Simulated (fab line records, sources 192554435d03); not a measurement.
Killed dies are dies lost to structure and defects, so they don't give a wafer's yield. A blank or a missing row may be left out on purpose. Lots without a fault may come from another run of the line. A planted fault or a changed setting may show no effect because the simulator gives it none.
Chamber matching | flow n5_finfet | N5_MOL_CONTACT_COAG_ETCH_124 on rie_diel-02: 4 sister chambers
The step etches SiNx in CH3F/O2, stops on SiOC, target depth 6.5 nm. 27 wafers are shown with their chamber, then 12 later ones without.

WAFERS WITH THEIR CHAMBER
wafer  | chamber | drypump_motor_current_A (A) | showerhead_plenum_p_Torr (Torr) | rf_vpp_V (V)
L075.1 | 0       | 5.2                         | 2.00                            | 298
L075.3 | 1       | 6.1                         | 1.93                            | 293
L075.5 | 2       | 5.7                         | 1.97                            | 285
L077.1 | 3       | 5.9                         | 2.10                            | 304
L077.2 | 1       | 6.2                         | 1.93                            | 295
L077.6 | 0       | 5.2                         | 2.00                            | 298
L079.2 | 2       | 5.7                         | 1.96                            | 285
L079.3 | 1       | 6.2                         | 1.93                            | 292
L079.6 | 1       | 6.2                         | 1.93                            | 294
L082.4 | 3       | 5.9                         | 2.10                            | 306
L082.5 | 0       | 5.2                         | 2.00                            | 298
L082.6 | 3       | 5.9                         | 2.10                            | 304
L084.1 | 3       | 5.9                         | 2.10                            | 304
L084.4 | 1       | 6.2                         | 1.92                            | 293
L084.6 | 2       | 5.7                         | 1.96                            | 284
L085.2 | 0       | 5.3                         | 1.99                            | 299
L085.3 | 3       | 5.9                         | 2.10                            | 306
L085.4 | 1       | 6.1                         | 1.92                            | 294
L087.1 | 2       | 5.7                         | 1.96                            | 285
L087.4 | 0       | 5.2                         | 1.99                            | 298
L087.5 | 1       | 6.2                         | 1.92                            | 292
L088.1 | 0       | 5.2                         | 1.99                            | 298
L088.3 | 2       | 5.7                         | 1.95                            | 285
L088.6 | 0       | 5.2                         | 1.99                            | 297
L090.2 | 2       | 5.7                         | 1.95                            | 284
L090.4 | 0       | 5.2                         | 1.99                            | 297
L090.6 | 3       | 5.9                         | 2.09                            | 304

SIGNATURES (means of the wafers above)
reading                  | chamber 0 | chamber 1 | chamber 2 | chamber 3 | scatter within a chamber
drypump_motor_current_A  | 5.213     | 6.171     | 5.700     | 5.900     | 0.0316
showerhead_plenum_p_Torr | 1.9937    | 1.9257    | 1.9583    | 2.0983    | 0.00562
rf_vpp_V                 | 297.88    | 293.29    | 284.67    | 304.67    | 0.859
Rule: a wafer's distance from a chamber is the root of the sum, over the readings, of the square of ((its reading less the chamber's mean) divided by the reading's scatter). The wafer belongs to the nearest chamber; if the next one is less than 2 further off, it can't be placed. The scatter: the root of (the sum of the squares of (reading less its chamber's mean) over the shown wafers, divided by (wafers less chambers)).

WAFERS WITHOUT THEIR CHAMBER
wafer  | drypump_motor_current_A (A) | showerhead_plenum_p_Torr (Torr) | rf_vpp_V (V)
L091.2 | 5.2                         | 1.99                            | 298
L091.4 | 6.1                         | 1.92                            | 293
L091.5 | 5.9                         | 2.09                            | 304
L094.3 | 5.2                         | 1.99                            | 298
L094.4 | 6.1                         | 1.92                            | 294
L094.5 | 5.9                         | 2.09                            | 306
L095.2 | 5.9                         | 2.09                            | 304
L095.3 | 5.7                         | 1.95                            | 285
L095.5 | 6.1                         | 1.92                            | 294
L096.2 | 6.1                         | 1.92                            | 292
L096.4 | 5.9                         | 2.09                            | 304
L096.6 | 5.9                         | 2.09                            | 305

WHICH CHAMBER EACH WENT THROUGH
wafer  | from the rows above | in truth
L091.2 | 0                   | 0
L091.4 | 1                   | 1
L091.5 | 3                   | 3
L094.3 | 0                   | 0
L094.4 | 1                   | 1
L094.5 | 3                   | 3
L095.2 | 3                   | 3
L095.3 | 2                   | 2
L095.5 | 1                   | 1
L096.2 | 1                   | 1
L096.4 | 3                   | 3
L096.6 | 3                   | 3
Placed correctly: 12 of 12. Can't be placed from these rows: 0. Placed wrongly: 0.
